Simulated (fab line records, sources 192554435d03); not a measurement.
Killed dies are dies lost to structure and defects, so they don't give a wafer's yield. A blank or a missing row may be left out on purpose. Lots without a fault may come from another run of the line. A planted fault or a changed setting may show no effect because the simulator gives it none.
Which tool did it? | flow n5_finfet | 10 lots, 30 wafers sampled, at 5 steps of a route of 1938

WHAT THE GAUGES READ, wafer by wafer
N5_BEOL_M4_RC_MEAS_101.
lot  | measured     | on        | DIBL_N (mV/V)
L661 | day 7 13:15  | prober-01 | 38.7 35.2 33.1
L662 | day 8 08:13  | prober-02 | 35.9 35.8 38.7
L666 | day 9 03:58  | prober-01 | 36.8 39.4 35.4
L668 | day 9 10:56  | prober-02 | 32.5 34.6 34.8
L670 | day 10 00:06 | prober-01 | 38.4 38.5 37.4
L671 | day 10 08:22 | prober-01 | 41.1 33.5 36.9
L673 | day 10 19:13 | prober-02 | 34.1 34.8 35.5
L682 | day 13 07:21 | prober-01 | 35.4 38.2 33.6
L684 | day 13 12:54 | prober-02 | 36.6 37.9 37.5
L683 | day 13 16:04 | prober-02 | 37.8 34.3 33.2

WHICH TOOL RAN EACH LOT (tool, then ch and the chambers of the sampled wafers, then the start)
lot  | N5_BEOL_M2_DEGAS_44          | N5_BEOL_M2_SURFACE_TREAT_85  | N5_BEOL_M2_ANNEAL_80         | N5_BEOL_M2_ANNEAL_89
L661 | pvd_sputter-03, day 6 14:39  | pvd_sputter-03, day 6 15:05  | pvd_sputter-03, day 6 15:56  | pvd_sputter-03, day 6 16:35
L662 | pvd_sputter-03, day 7 04:22  | pvd_sputter-03, day 7 06:25  | pvd_sputter-03, day 7 07:10  | pvd_sputter-03, day 7 07:49
L666 | pvd_sputter-01, day 7 22:23  | pvd_sputter-02, day 7 22:52  | pvd_sputter-01, day 7 23:25  | pvd_sputter-01, day 8 00:05
L668 | pvd_sputter-01, day 8 11:24  | pvd_sputter-02, day 8 11:46  | pvd_sputter-02, day 8 12:22  | pvd_sputter-02, day 8 13:02
L670 | pvd_sputter-01, day 9 01:25  | pvd_sputter-01, day 9 01:49  | pvd_sputter-01, day 9 02:20  | pvd_sputter-01, day 9 03:00
L671 | pvd_sputter-02, day 9 02:14  | pvd_sputter-02, day 9 02:34  | pvd_sputter-02, day 9 03:05  | pvd_sputter-02, day 9 03:45
L673 | pvd_sputter-01, day 9 20:25  | pvd_sputter-03, day 9 20:58  | pvd_sputter-02, day 9 22:26  | pvd_sputter-02, day 9 23:05
L682 | pvd_sputter-03, day 12 07:19 | pvd_sputter-03, day 12 07:48 | pvd_sputter-02, day 12 08:22 | pvd_sputter-02, day 12 09:01
L684 | pvd_sputter-02, day 12 10:49 | pvd_sputter-03, day 12 11:14 | pvd_sputter-02, day 12 13:14 | pvd_sputter-02, day 12 13:54
L683 | pvd_sputter-02, day 12 15:31 | pvd_sputter-03, day 12 15:59 | pvd_sputter-02, day 12 16:46 | pvd_sputter-02, day 12 17:25
- N5_BEOL_M2_DEGAS_44: time 60 s.
- N5_BEOL_M2_SURFACE_TREAT_85
- N5_BEOL_M2_ANNEAL_80: time 240 s.
- N5_BEOL_M2_ANNEAL_89: time 240 s.

THE ANSWER, worked out from the rows above alone
Rule: what is usual is taken from the lots themselves. Put in order of their means at a reading, lots are off if they are a third of the lots or fewer, leave a main group of 4 or more, and stand apart from it by a gap of 3 or more times the standard deviation of the main group's means; of several such gaps the widest counts. A main group whose means are all the same, to the digits that the tables above print for the reading, isn't used. A lot without any number at a reading at which 4 lots or more have one is off too. The other lots that the step has rows for count as sound.
No lot is off at any reading shown: from this, nothing can be told.

WHAT THE SIMULATOR HAD PUT IN
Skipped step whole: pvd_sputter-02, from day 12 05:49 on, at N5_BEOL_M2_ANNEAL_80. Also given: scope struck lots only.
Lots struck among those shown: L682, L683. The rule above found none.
